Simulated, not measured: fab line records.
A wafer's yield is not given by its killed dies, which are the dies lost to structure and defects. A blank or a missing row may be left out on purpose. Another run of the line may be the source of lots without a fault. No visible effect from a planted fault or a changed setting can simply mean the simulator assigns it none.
fab line records    flow nand_harc    part 2 of 2: steps 5 to 6 of 6
[record] lots = 20  wafers = 60  last_day = 33
route steps=1302 shown A_STAIRCASE@679
lots that met no fault: taken from a fault-free run of the same line
start_h: hours from the record's first day to the start of the lot's first wafer shown    wait_h: hours from the lot's prior step to this one    " as in the row above    L1.1+2: a row that stands for several wafers    - either no value or no given start    * or withheld: withheld    < > ~ a bound
route shown NAME@n: NAME is a module with steps in the file, n the number in the route of the first one    usual: mean/standard deviation of fault-free wafers    same: alike in all rows    chamber/n: place in a boat    sites: the reading at each site    _std_site: standard deviation across them    _edge_site: the outer-site mean with the inner-site mean subtracted    radius_mm: how far each site lies from the wafer's centre    mask NAME#n: copy n    behind: tool/chamber where the wafer was last shaped    hold: why the lot was held/for how many hours/how that ended    device: whichever transistor did not switch (one of n, p or np)    end of line: tests of these same wafers at the route's end    where a step has no rows: the recipe by itself    killed: count of dies lost to structure and defects at first sort (not the wafer's yield)    map: the dies of a wafer, with x for killed, . for not killed, _ for no die there
set.NAME: the setting the step ran with; set.NAME@STEP: the setting that earlier step ran with    model.NAME: the simulator's own value behind a step, which no gauge read
steps of the route over a sample of lots; a table a step, a row a wafer
services: the hour from which a tool's chamber was out of use, counted from the record's first day as start_h (under 0 if before that day), plus the number of hours and why
[[steps]]
[step NHARC_A_STAIRCASE_ETCH_223]
[recipe] target_depth_a = 1000  time_s = 40.5  ion_energy_ev = 400  c4f8_flow_sccm = 20  o2_flow_sccm = 10  ar_flow_sccm = withheld  rf_w = 600  bias_w = 1000  chemistry = C4F8/O2
[usual] chamber_pressure_mTorr = 24.996/0.021  oes_product_au = 0.942/0.012  rf_vpp_V = 894/6.3
[same] time_s = 40.5
lot.wafer  tool         chamber  start_h  wait_h  chamber_pressure_mTorr  oes_product_au  rf_hours_counter_h  rf_vpp_V
L074.1     rie_diel-12  0        -        -       24.999                  0.952           29                  890
L074.5     "            0        "        "       24.965                  0.967           -                   890
L074.6     "            1        "        "       25.034                  0.941           -                   890
L075.4     rie_diel-03  1        -        -       24.990                  0.942           27                  901
L075.3     "            2        "        "       25.031                  0.932           29                  889
L075.6     "            0        "        "       25.007                  0.936           -                   894
L077.4     rie_diel-12  0        -        -       25.001                  0.966           40                  889
L077.3     "            1        "        "       25.028                  0.946           39                  889
L077.6     "            0        "        "       25.002                  0.958           -                   888
L078.2     rie_diel-03  0        -        -       24.981                  0.954           32                  892
L078.1     "            1        "        "       24.989                  0.940           31                  900
L078.6     "            1        "        "       25.021                  0.936           -                   900
L079.3     rie_diel-12  1        -        -       24.999                  0.932           42                  887
L079.2     "            3        "        "       25.032                  0.953           40                  897
L079.6     "            1        "        "       24.978                  0.941           -                   888
L080.4     rie_diel-03  3        -        -       24.994                  0.937           47                  905
L080.2     "            0        "        "       25.016                  0.951           42                  892
L080.1     "            1        "        "       24.987                  0.955           39                  900
L081.3     rie_diel-12  3        -        -       24.999                  0.940           51                  896
L081.6     "            3        "        "       24.993                  0.934           -                   897
L081.5     "            0        "        "       25.028                  0.952           -                   890
L083.2     rie_diel-03  3        -        -       24.977                  0.952           60                  906
L083.3     "            1        "        "       24.975                  0.950           52                  899
L083.4     "            2        "        "       24.961                  0.960           53                  887
L084.3     rie_diel-12  3        -        -       24.986                  0.931           3                   895
L084.6     "            3        "        "       24.997                  0.927           -                   897
L084.5     "            0        "        "       25.010                  0.946           -                   889
L085.2     rie_diel-13  0        -        -       24.994                  0.933           47                  903
L085.1     "            1        "        "       24.997                  0.942           42                  891
L085.6     "            0        "        "       24.966                  0.943           -                   906
L086.4     rie_diel-03  1        -        -       25.006                  0.951           5                   899
L086.5     "            3        "        "       24.968                  0.933           -                   904
L086.6     "            0        "        "       25.025                  0.935           -                   890
L087.1     rie_diel-12  1        -        -       24.986                  0.924           11                  888
L087.4     "            2        "        "       25.036                  0.934           11                  900
L087.6     "            0        "        "       24.963                  0.932           -                   889
L089.3     rie_diel-12  0        -        -       24.998                  0.942           15                  888
L089.5     "            1        "        "       24.972                  0.932           -                   888
L089.6     "            0        "        "       25.010                  0.945           -                   888
L091.1     rie_diel-03  1        -        -       24.998                  0.946           17                  900
L091.3     "            2        "        "       24.970                  0.952           16                  888
L091.5     "            3        "        "       24.993                  0.927           -                   905
L090.3     rie_diel-03  2        -        -       25.010                  0.925           17                  888
L090.4     "            0        "        "       24.982                  0.937           16                  891
L090.6     "            1        "        "       24.986                  0.928           -                   899
L092.4     rie_diel-13  0        -        -       24.968                  0.929           3                   905
L092.3     "            1        "        "       24.927                  0.948           4                   890
L092.6     "            3        "        "       25.004                  0.959           -                   889
L093.3     rie_diel-03  2        -        -       24.999                  0.963           27                  887
L093.4     "            3        "        "       25.009                  0.942           27                  904
L093.5     "            1        "        "       25.019                  0.943           -                   899
L094.1     rie_diel-03  2        -        -       24.974                  0.930           33                  888
L094.2     "            3        "        "       25.005                  0.931           32                  904
L094.5     "            0        "        "       25.038                  0.935           -                   891
L095.4     rie_diel-13  0        -        -       24.996                  0.935           11                  906
L095.6     "            1        "        "       24.994                  0.935           -                   889
L095.5     "            2        "        "       25.003                  0.933           -                   891
L096.3     rie_diel-12  3        -        -       25.004                  0.953           37                  896
L096.2     "            0        "        "       24.987                  0.962           36                  888
L096.5     "            3        "        "       24.983                  0.944           -                   896
[step NHARC_A_STAIRCASE_TRIM_229]
[recipe] time_s = 211.2  o2_flow_sccm = 500  ar_flow_sccm = 0  bias_w = 0  chemistry = O2
[usual] chamber_pressure_mTorr = 60.00/0.057  drypump_motor_current_A = 5.7/0.32  oes_product_au = 1.002/0.0096  rf_vpp_V = 57.6/0.91  showerhead_plenum_p_Torr = 3.47/0.16  throttle_valve_pct = 17.036/0.0091
[same] time_s = 211.2
lot.wafer  tool         chamber  start_h  wait_h  chamber_pressure_mTorr  drypump_motor_current_A  oes_product_au  rf_hours_counter_h  rf_vpp_V  showerhead_plenum_p_Torr  throttle_valve_pct
L074.1     rie_diel-03  1        356.56   0.1     60.01                   5.3                      1.010           20                  59.5      3.63                      17.037
L074.5     "            0        "        "       60.09                   5.5                      1.008           -                   58.1      3.42                      17.041
L074.6     "            1        "        "       59.92                   5.4                      1.008           -                   58.7      3.64                      17.018
L075.3     rie_diel-13  0        373.20   0.1     59.92                   5.5                      1.014           14                  59.8      3.80                      17.031
L075.4     "            3        "        "       60.06                   5.5                      1.012           12                  55.1      3.36                      17.051
L075.6     "            0        "        "       59.93                   5.5                      1.020           -                   57.7      3.80                      17.043
L077.4     rie_diel-12  0        388.20   0.1     59.97                   5.6                      1.030           41                  57.7      3.34                      17.033
L077.3     "            3        "        "       60.07                   5.9                      0.990           37                  58.8      3.54                      17.044
L077.6     "            1        "        "       59.98                   5.4                      1.005           -                   56.6      3.31                      17.028
L078.2     rie_diel-12  0        394.00   0.1     59.96                   5.6                      1.013           42                  57.0      3.34                      17.024
L078.1     "            2        "        "       59.97                   6.0                      0.991           30                  57.4      3.64                      17.025
L078.6     "            3        "        "       59.97                   5.9                      0.999           -                   58.1      3.54                      17.017
L079.2     rie_diel-03  0        401.02   0.1     60.02                   5.5                      1.017           35                  56.9      3.41                      17.039
L079.3     "            3        "        "       60.00                   5.3                      1.001           40                  58.1      3.79                      17.040
L079.6     "            1        "        "       60.03                   5.3                      1.006           -                   59.1      3.63                      17.029
L080.1     rie_diel-03  0        422.72   0.8     60.00                   5.5                      1.012           44                  58.6      3.41                      17.035
L080.4     "            1        "        "       59.87                   5.3                      1.005           41                  57.9      3.62                      17.043
L080.2     "            2        "        "       59.93                   6.1                      1.014           41                  56.1      3.32                      17.044
L081.3     rie_diel-12  0        431.49   0.1     59.93                   5.6                      1.008           53                  56.8      3.33                      17.042
L081.5     "            2        "        "       59.94                   6.0                      0.997           -                   56.7      3.64                      17.052
L081.6     "            3        "        "       60.01                   5.9                      0.992           -                   58.6      3.53                      17.044
L083.2     rie_diel-03  1        459.04   0.1     59.99                   5.3                      1.020           52                  57.8      3.62                      17.039
L083.4     "            2        "        "       60.02                   6.1                      1.017           53                  57.0      3.32                      17.041
L083.3     "            3        "        "       60.05                   5.3                      1.002           61                  58.4      3.77                      17.028
L084.3     rie_diel-12  3        469.01   0.1     59.95                   5.9                      0.987           4                   57.9      3.53                      17.030
L084.6     "            1        "        "       59.98                   5.4                      1.001           -                   56.7      3.30                      17.035
L084.5     "            2        "        "       60.00                   5.9                      0.988           -                   56.4      3.63                      17.033
L085.1     rie_diel-13  2        472.89   0.1     60.03                   6.6                      1.013           46                  56.8      3.43                      17.029
L085.2     "            3        "        "       59.93                   5.5                      1.014           50                  56.4      3.34                      17.035
L085.6     "            2        "        "       59.93                   6.6                      1.001           -                   57.2      3.43                      17.044
L086.4     rie_diel-03  0        486.81   0.1     60.04                   5.5                      0.989           5                   57.3      3.40                      17.039
L086.6     "            1        "        "       60.02                   5.3                      0.996           -                   57.7      3.61                      17.054
L086.5     "            2        "        "       59.97                   6.1                      0.992           -                   56.4      3.31                      17.045
L087.1     rie_diel-03  1        500.88   0.1     60.08                   5.3                      0.997           7                   59.0      3.61                      17.043
L087.4     "            2        "        "       59.99                   6.1                      0.998           6                   57.1      3.31                      17.032
L087.6     "            1        "        "       60.11                   5.3                      1.003           -                   58.4      3.61                      17.035
L089.3     rie_diel-12  1        511.28   0.1     60.01                   5.5                      0.995           15                  57.3      3.29                      17.022
L089.6     "            2        "        "       60.00                   6.0                      0.990           -                   59.7      3.63                      17.014
L089.5     "            0        "        "       60.11                   5.6                      1.001           -                   56.9      3.32                      17.028
L091.3     rie_diel-12  0        524.20   0.1     60.07                   5.6                      1.016           22                  57.1      3.32                      17.043
L091.1     "            1        "        "       60.01                   5.4                      1.004           23                  56.9      3.29                      17.028
L091.5     "            0        "        "       60.04                   5.6                      1.005           -                   56.8      3.32                      17.029
L090.3     rie_diel-03  3        526.09   0.1     59.93                   5.3                      1.004           18                  57.0      3.76                      17.030
L090.4     "            0        "        "       59.97                   5.5                      0.994           18                  57.9      3.39                      17.045
L090.6     "            2        "        "       60.01                   6.1                      1.001           -                   57.4      3.31                      17.043
L092.3     rie_diel-12  0        535.99   0.1     60.04                   5.6                      1.006           23                  56.9      3.32                      17.039
L092.4     "            3        "        "       60.00                   5.9                      0.993           25                  58.8      3.52                      17.020
L092.6     "            1        "        "       60.06                   5.4                      1.000           -                   58.8      3.28                      17.038
L093.4     rie_diel-03  2        559.39   0.1     60.06                   6.1                      0.995           28                  56.8      3.30                      17.031
L093.3     "            3        "        "       59.98                   5.3                      1.003           27                  59.1      3.76                      17.036
L093.5     "            2        "        "       60.05                   6.1                      0.997           -                   58.0      3.30                      17.029
L094.1     rie_diel-12  3        578.76   0.1     60.02                   5.9                      0.990           33                  57.5      3.51                      17.039
L094.2     "            0        "        "       59.97                   5.6                      1.004           32                  58.7      3.31                      17.026
L094.5     "            0        "        "       59.98                   5.6                      1.011           -                   57.2      3.31                      17.037
L095.4     rie_diel-13  0        584.96   0.1     60.02                   5.5                      1.004           12                  58.8      3.76                      17.037
L095.6     "            1        "        "       60.02                   5.4                      1.000           -                   58.5      3.32                      17.036
L095.5     "            2        "        "       60.02                   6.6                      1.009           -                   56.9      3.41                      17.041
L096.2     rie_diel-03  1        592.70   0.1     60.01                   5.3                      0.994           40                  58.4      3.59                      17.036
L096.3     "            3        "        "       60.11                   5.3                      0.998           36                  58.9      3.75                      17.040
L096.5     "            1        "        "       59.90                   5.3                      0.986           -                   58.3      3.59                      17.039
[[services]]
tool             chamber  start_h  hours  kind
rie_diel-12      0        326.56   -      clean
rie_diel-12      1        326.56   -      clean
rie_diel-12      2        326.56   -      clean
rie_diel-12      3        326.56   -      clean
rie_diel-13      -        342.11   9.0    pm
rie_diel-12      0        353.13   -      clean
rie_diel-12      1        353.13   -      clean
rie_diel-12      2        353.13   -      clean
rie_diel-12      3        353.13   -      clean
rie_diel-03      0        359.61   6.1    repair
rie_diel-12      0        377.63   -      clean
rie_diel-12      2        406.71   10.1   repair
rie_diel-03      2        421.02   1.3    repair
rie_diel-13      3        422.60   3.9    repair
rie_diel-12      -        445.56   9.0    pm
plasma_asher-02  -        461.71   9.0    pm
plasma_asher-01  -        519.89   9.0    pm
rie_diel-13      -        521.62   9.0    pm
rie_diel-12      0        526.03   5.7    repair
rie_diel-03      -        533.13   0.7    repair
plasma_asher-02  -        536.47   2.6    repair
rie_diel-12      0        536.48   5.4    repair
rie_diel-03      2        543.29   7.7    repair
rie_diel-12      -        590.55   0.9    repair
